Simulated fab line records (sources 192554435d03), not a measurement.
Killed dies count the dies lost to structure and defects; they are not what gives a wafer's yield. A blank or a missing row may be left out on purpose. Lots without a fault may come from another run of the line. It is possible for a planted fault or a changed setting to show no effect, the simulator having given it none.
Which of the tools did it? ; flow n5Finfet ; at 1 step of a route of 1938, 10 lots with 30 wafers sampled

WHAT THE GAUGES SHOWED, per wafer
N5_BEOL_M5_INSPECT_13: inspects for defects (brightfield).
lot;measured;on;rawDefectCount
L075;day 10 14:30;defectInspect-02;363 374 563
L078;day 11 05:11;defectInspect-01;495 508 530
L079;day 11 13:32;defectInspect-01;381 331 377
L082;day 11 21:29;defectInspect-01;361 394 452
L083;day 12 03:53;defectInspect-01;403 321 349
L085;day 13 02:45;defectInspect-02;451 395 498
L088;day 13 05:11;defectInspect-01;552 382 468
L092;day 14 15:13;defectInspect-02;483 575 507
L091;day 14 18:25;defectInspect-02;551 436 349
L094;day 16 08:56;defectInspect-01;457 481 561

TOOL THAT RAN EACH LOT (tool first, then ch and the chambers of the sampled wafers, then the start)
Record: no process step prior to these readings.

THE ANSWER, worked out from the rows above alone
Rule: the lots themselves supply what counts as usual. Put in order of their means at a reading, lots are off if they are a third of the lots or fewer, leave a main group of 4 or more, and stand apart from it by a gap of 3 or more times the standard deviation of the main group's means; of several such gaps the widest counts. If all means in a main group match to the digits the tables above print for the reading, that group is not used. A lot without any number at a reading at which 4 lots or more have one is off too. Where the step has rows for the other lots, those lots are counted as sound.
None of the lots is off at any reading shown; this tells nothing.

WHAT THE SIMULATOR PUT IN
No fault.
